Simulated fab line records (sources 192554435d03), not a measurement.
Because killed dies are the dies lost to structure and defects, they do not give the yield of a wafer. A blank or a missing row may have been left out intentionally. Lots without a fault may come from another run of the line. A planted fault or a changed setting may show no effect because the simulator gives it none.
fab line records    flow n5-finfet
record: lots: 12  wafers: 35  last-day: 20
route steps=1938 shown BEOL_M3@971 TV_LITHO@1883 PAD_METAL@1896 PASSIVATION@1906
lots untouched by any fault: they come from a run of this same line in which no faults occurred
start-h: hours from the record's first day to the start of the lot's first wafer shown    wait-h: time in hours since the lot's previous step    " same as the row above    L1.1+2: one row covering several wafers at once    - value missing, or start not given    * or withheld: withheld    < > ~ a bound
route shown NAME@n: NAME is a module with steps in the file, n the number in the route of the first one    usual: mean/standard deviation of fault-free wafers    same: alike in all rows    chamber/n: place in a boat    sites: the reading at each site    _std_site: the standard deviation of these    _edge_site: the outer-site mean with the inner-site mean subtracted    radius-mm: how far each site lies from the wafer's centre    mask NAME#n: copy n    behind: tool/chamber where the wafer was last shaped    hold: what put the lot on hold/how long, in hours/how the hold closed    device: the transistor (n, p or np) that didn't switch    end of line: the same wafers' tests at the end of the route    a step with no rows: only its recipe    killed: not the wafer's yield, but the dies lost to structure and defects at the first sort    map: per-die view of a wafer (x killed, . not killed, _ where there is no die)
set.NAME: the setting as run; set.NAME@STEP: as run at that earlier step    model.NAME: the simulator's own value behind a step, which no gauge read
the route's steps for a sample of lots (tables are steps, rows are wafers)
services: a tool's chamber out of use, with start hour (start-h, from the record's first day; less than 0 if before it), hours out, and reason
== steps ==
step: N5_BEOL_M3_ETCH_69
recipe: chemistry: CF4  target: SiARC  target-depth-a: 156  mask-material: CAR-EUV  time-s: 26  ion-energy-ev: 80  pressure-mtorr: 40  source-w: 545  bias-w: 36  Ar_flow_sccm: 100  cf4-flow-sccm: 100  ends: cleared
usual: drypump-motor-current-A: 5.6/0.34  etch-rf-on-time-s: 26.0/1.1  oes-product-au: 0.67/0.055  rf-vpp-V: 184.0/1.3  showerhead-plenum-p-Torr: 2.13/0.076  throttle-valve-pct: 15.62/0.19
lot.wafer  tool         chamber  start-h  wait-h  drypump-motor-current-A  etch-rf-on-time-s  oes-product-au  rf-hours-counter-h  rf-vpp-V  showerhead-plenum-p-Torr  throttle-valve-pct
L756.2     rie-diel-06  2        157.87   0.0     5.8                      26.5               0.68            98                  181.8     2.00                      15.60
L756.3     "            0        "        "       5.5                      25.2               0.82            11                  182.6     2.10                      15.18
L756.5     "            0        "        "       5.5                      25.3               0.82            -                   185.1     2.10                      15.19
L759.1     rie-diel-02  2        182.89   0.0     5.5                      24.5               0.66            177                 183.3     2.14                      15.72
L759.4     "            3        "        "       5.7                      27.9               0.61            197                 181.8     2.03                      15.75
L759.5     "            3        "        "       5.6                      27.6               0.62            -                   182.3     2.03                      15.74
L760.1     rie-diel-03  0        186.27   0.0     6.0                      27.7               0.73            35                  183.6     2.19                      15.50
L760.3     "            2        "        "       5.4                      26.0               0.59            220                 185.4     2.18                      15.64
L760.6     "            0        "        "       6.0                      27.7               0.73            -                   184.9     2.19                      15.51
L764.2     rie-diel-03  1        211.06   0.0     6.5                      25.6               0.66            161                 184.4     2.15                      15.70
L764.4     "            2        "        "       5.4                      25.4               0.59            -                   185.2     2.18                      15.63
L764.5     "            1        "        "       6.5                      25.7               0.66            -                   184.1     2.15                      15.69
L762.1     rie-diel-02  2        219.08   0.0     5.5                      24.2               0.65            187                 185.5     2.14                      15.72
L762.3     "            0        "        "       5.5                      26.7               0.67            110                 183.6     2.07                      15.44
L762.6     "            1        "        "       5.4                      24.9               0.72            -                   187.5     2.26                      15.42
L766.1     rie-diel-02  3        225.66   0.0     5.7                      27.9               0.61            208                 182.7     2.02                      15.77
L766.4     "            1        "        "       5.4                      24.9               0.73            75                  185.8     2.26                      15.40
L766.6     "            1        "        "       5.4                      24.9               0.73            -                   186.1     2.26                      15.41
L767.1     rie-diel-06  0        233.49   0.0     5.5                      25.7               0.78            31                  184.2     2.09                      15.22
L767.2     "            3        "        "       5.8                      25.8               0.59            209                 183.0     2.13                      15.90
L767.4     "            2        "        "       5.9                      26.9               0.66            117                 182.1     1.99                      15.63
L770.1     rie-diel-03  0        239.22   0.0     6.0                      27.6               0.71            50                  184.2     2.18                      15.54
L770.2     "            1        "        "       6.5                      26.0               0.65            169                 184.4     2.14                      15.72
L770.6     "            0        "        "       6.0                      27.6               0.72            -                   183.4     2.18                      15.54
L769.1     rie-diel-02  2        243.38   0.0     5.6                      24.5               0.65            195                 183.4     2.14                      15.75
L769.2     "            0        "        "       5.5                      26.6               0.67            117                 182.7     2.06                      15.45
L769.4     "            1        "        "       5.4                      24.6               0.72            82                  186.6     2.26                      15.43
L768.2     rie-diel-06  2        246.99   0.0     5.8                      26.8               0.66            121                 181.2     1.99                      15.64
L768.4     "            3        "        "       5.8                      25.9               0.59            212                 185.6     2.13                      15.92
L768.6     "            3        "        "       5.8                      25.9               0.59            -                   182.1     2.13                      15.90
L771.2     rie-diel-02  2        258.81   0.0     5.5                      24.9               0.64            201                 184.4     2.14                      15.75
L771.6     "            3        "        "       5.7                      28.1               0.60            -                   183.6     2.02                      15.80
L777.2     rie-diel-06  2        297.27   0.0     5.9                      27.0               0.64            135                 182.1     1.99                      15.69
L777.4     "            3        "        "       5.8                      26.6               0.58            228                 184.9     2.12                      15.92
L777.5     "            2        "        "       5.9                      27.0               0.65            -                   181.3     1.99                      15.67
step: N5_PASSIVATION_CD_MEAS_10
recipe: target-cd-nm: 3000  landing-energy-ev: 500  detector: se-inlens
usual: cd-nm: 3001.0/2.3
lot.wafer  tool       chamber  start-h  wait-h  cd-nm
L756.2     cd-sem-03  0        292.49   -       2996.5
L756.3     "          0        "        "       3000.6
L756.5     "          0        "        "       3001.2
L760.1     cd-sem-02  0        325.49   -       2999.4
L760.3     "          0        "        "       2998.4
L760.6     "          0        "        "       3000.5
L759.1     cd-sem-03  0        330.22   -       3002.2
L759.4     "          0        "        "       3000.0
L759.5     "          0        "        "       3007.9
L764.2     cd-sem-03  0        341.56   -       3003.5
L764.4     "          0        "        "       3003.9
L764.5     "          0        "        "       3006.2
L762.1     cd-sem-03  0        354.24   -       3000.4
L762.3     "          0        "        "       3000.4
L762.6     "          0        "        "       3003.4
L766.1     cd-sem-02  0        369.05   -       3001.3
L766.4     "          0        "        "       3004.1
L766.6     "          0        "        "       3003.8
L767.1     cd-sem-01  0        377.63   -       3000.8
L767.2     "          0        "        "       2996.5
L767.4     "          0        "        "       3000.8
L771.2     cd-sem-02  0        391.81   -       2996.4
L771.6     "          0        "        "       2995.6
L770.1     cd-sem-03  0        392.46   -       3000.7
L770.2     "          0        "        "       3004.9
L770.6     "          0        "        "       3002.1
L769.1     cd-sem-03  0        393.34   -       3003.0
L769.2     "          0        "        "       3002.3
L769.4     "          0        "        "       3004.8
L768.2     cd-sem-03  0        412.91   -       2999.0
L768.4     "          0        "        "       3001.7
L768.6     "          0        "        "       3000.6
L777.2     cd-sem-03  0        482.35   -       2999.6
L777.4     "          0        "        "       2999.2
L777.5     "          0        "        "       3001.9
step: N5_PASSIVATION_AL_DEP_21
recipe: material: Al  target-thk-a: 28000  temp-c: 400  time-s: 170  power-w: 30000  chamber-pressure-pa: 0.4  gas: Ar
usual: throttle-valve-pct: 29.7/0.87
same: time-s: 170
lot.wafer  tool            chamber  start-h  wait-h  throttle-valve-pct
L756.2     pvd-sputter-01  -        295.65   0.1     28.7
L756.3     "               -        "        "       30.4
L756.5     "               -        "        "       30.4
L760.1     pvd-sputter-02  -        326.38   0.1     29.3
L760.3     "               -        "        "       30.4
L760.6     "               -        "        "       29.3
L759.1     pvd-sputter-01  -        331.67   0.1     29.1
L759.4     "               -        "        "       30.5
L759.5     "               -        "        "       30.8
L764.2     pvd-sputter-03  -        342.48   0.1     30.0
L764.4     "               -        "        "       31.1
L764.5     "               -        "        "       31.1
L762.1     pvd-sputter-03  -        355.91   0.1     28.9
L762.3     "               -        "        "       31.3
L762.6     "               -        "        "       28.5
L766.1     pvd-sputter-03  -        369.96   0.1     29.8
L766.4     "               -        "        "       28.3
L766.6     "               -        "        "       28.8
L767.1     pvd-sputter-03  -        383.03   0.1     29.1
L767.2     "               -        "        "       31.2
L767.4     "               -        "        "       28.7
L771.2     pvd-sputter-03  -        393.47   0.1     31.3
L771.6     "               -        "        "       29.6
L770.1     pvd-sputter-03  -        394.01   0.1     28.6
L770.2     "               -        "        "       30.9
L770.6     "               -        "        "       30.9
L769.1     pvd-sputter-03  -        395.61   0.1     29.1
L769.2     "               -        "        "       28.6
L769.4     "               -        "        "       31.1
L768.2     pvd-sputter-02  -        414.13   0.1     28.8
L768.4     "               -        "        "       29.6
L768.6     "               -        "        "       30.2
L777.2     pvd-sputter-03  -        483.31   0.1     28.8
L777.4     "               -        "        "       29.6
L777.5     "               -        "        "       29.0
step: N5_PASSIVATION_OVL_MEAS_63
recipe: points-per-wafer: 44
usual: PAD_OVL: 3/5
lot.wafer  tool        chamber  start-h  wait-h  PAD_OVL[nm]
L756.2     overlay-01  0        296.18   0.0     1
L756.3     "           0        "        "       1
L756.5     "           0        "        "       2
L760.1     overlay-01  0        327.01   0.0     0
L760.3     "           0        "        "       1
L760.6     "           0        "        "       -2
L759.1     overlay-01  0        332.17   0.0     3
L759.4     "           0        "        "       6
L759.5     "           0        "        "       9
L764.2     overlay-02  0        343.11   0.0     -2
L764.4     "           0        "        "       0
L764.5     "           0        "        "       0
L762.1     overlay-02  0        356.53   0.0     12
L762.3     "           0        "        "       13
L762.6     "           0        "        "       12
L766.1     overlay-02  0        370.46   0.0     8
L766.4     "           0        "        "       11
L766.6     "           0        "        "       10
L767.1     overlay-02  0        383.53   0.0     8
L767.2     "           0        "        "       6
L767.4     "           0        "        "       9
L771.2     overlay-01  0        394.10   0.0     3
L771.6     "           0        "        "       2
L770.1     overlay-02  0        394.63   0.0     5
L770.2     "           0        "        "       4
L770.6     "           0        "        "       5
L769.1     overlay-01  0        396.11   0.0     3
L769.2     "           0        "        "       -1
L769.4     "           0        "        "       1
L768.2     overlay-02  0        414.63   0.0     -9
L768.4     "           0        "        "       -9
L768.6     "           0        "        "       -5
L777.2     overlay-01  0        483.81   0.0     -1
L777.4     "           0        "        "       4
L777.5     "           0        "        "       5
step: N5_PASSIVATION_PROBE_49
usual: defect-limited-yield: 91.2/1.5  killed_at_M0_to_M3: 36/10  killed_at_M4_up: 14/5.2  killed-at-contacts: 12/6  killed-at-front-end: 37/10  killed-at-other: 4/3.3  killed-dies: 104/18  killed-open: 68/14  killed-short: 34/7.4  sort_bin_4_leakage: 0.01/0.04  sort_bin_5_function: 5.2/1  sort_bin_6_memory: 3.3/0.7  sort_bin_8_speed: 0.01/0.045  sort-n-pass: 1076/18  sort-yield-pct: 91.2/1.5
same: gross-dies: 1180  killed-at-back-side: 0
lot.wafer  tool       chamber  start-h  wait-h  defect-limited-yield[%]  killed_at_M0_to_M3  killed_at_M4_up  killed-at-contacts  killed-at-front-end  killed-at-other  killed-dies  killed-open  killed-short  sort_bin_4_leakage[%]  sort_bin_5_function[%]  sort_bin_6_memory[%]  sort_bin_8_speed[%]  sort-n-pass  sort-yield-pct[%]
L777.2     prober-02  -        488.71   0.1     81.7                     156                 12               16                  29                   3                216          71           37            0                      11.4                    5.3                   0                    964          81.7
L777.4     prober-02  -        488.81   0.2     91.3                     35                  19               13                  28                   8                103          65           36            0                      4.6                     3.7                   0                    1077         91.3
L777.5     prober-02  -        488.86   0.2     83.5                     147                 9                14                  19                   6                195          57           39            0                      11.4                    3.6                   0                    985          83.5
killed by level:class
L777.2 BEOL_M3:unspecified=108 MOL_CONTACT_COAG:geometric-particle:open=14 FIN_SAQP:geometric-particle:short=12 BEOL_M0_SAQP:geometric-particle:short=12 BEOL_M0_SAQP:geometric-particle:open=10 BEOL_M2:geometric-particle:open=9 FIN_SAQP:geometric-particle:open=6 BEOL_M1:geometric-particle:open=6
L777.4 MOL_CONTACT_COAG:geometric-particle:open=12 FIN_SAQP:geometric-particle:short=10 BEOL_M0_SAQP:geometric-particle:open=10 BEOL_M2:geometric-particle:open=8 BEOL_M4:geometric-particle:open=5 BEOL_M0_SAQP:geometric-particle:short=4 BEOL_M4:geometric-particle:short=4 MIM_TOP_ETCH:geometric-particle:short=4
L777.5 BEOL_M3:unspecified=99 MOL_CONTACT_COAG:geometric-particle:open=12 BEOL_M0_SAQP:geometric-particle:short=10 BEOL_M0_SAQP:geometric-particle:open=9 BEOL_M2:geometric-particle:open=9 GATE_CUT:geometric-particle:short=5 BEOL_M0:geometric-particle:open=4 BEOL_M1:geometric-particle:short=4
== services ==
tool            chamber  start-h  hours  kind
rie-diel-03     3        139.89   3.5    repair
pvd-sputter-01  -        155.50   4.5    repair
rie-diel-02     2        162.48   6.6    repair
rie-diel-06     3        163.11   4.1    repair
rie-diel-03     3        200.07   23.7   repair
pvd-sputter-01  -        219.23   4.0    repair
rie-diel-03     2        220.43   3.6    repair
rie-diel-02     3        230.01   2.4    repair
rie-diel-02     0        252.10   6.5    repair
rie-diel-06     2        331.76   38.5   repair
rie-diel-02     3        351.50   -      clean
rie-diel-02     3        351.50   -      consumable-replace:focus-ring
rie-diel-02     3        351.50   -      consumable-replace:showerhead
rie-diel-02     3        351.50   17.3   scheduled-down
rie-diel-02     3        351.50   17.3   vent-cycle
rie-diel-03     -        377.95   28.1   pm
rie-diel-02     -        383.26   0.5    repair
pvd-sputter-01  -        393.50   73.0   repair
rie-diel-02     2        402.09   -      clean
rie-diel-02     2        402.09   -      consumable-replace:focus-ring
pvd-sputter-02  -        431.19   14.6   repair
rie-diel-03     1        436.31   21.0   repair
rie-diel-06     -        440.85   5.4    repair
rie-diel-02     1        457.33   10.4   repair
== key ==
first-sign: step: N5_PASSIVATION_PROBE_49  reading: killed_at_M0_to_M3  direction: up  sigmas: 11  usual: 36  struck: 152
effect: step: N5_PASSIVATION_PROBE_49  reading: defect-limited-yield  direction: down  sigmas: 5.8  usual: 91.2  struck: 82.6
more-kills-born-at: N5_BEOL_M3_ETCH_69@rie-diel-06: 207
met-at N5_BEOL_M3_ETCH_69
struck-lots L777
struck-wafers L777.2,L777.5
not-acting-at N5_PASSIVATION_CD_MEAS_10,N5_PASSIVATION_AL_DEP_21,N5_PASSIVATION_OVL_MEAS_63
onset-between 246.99 297.27
fault: kind: chamber-particle-source  tool: rie-diel-06  chamber: 2  onset-h: 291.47  steps: N5_BEOL_M3_ETCH_69  rate-per-visit-cm2: 0.49924  end-h: 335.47
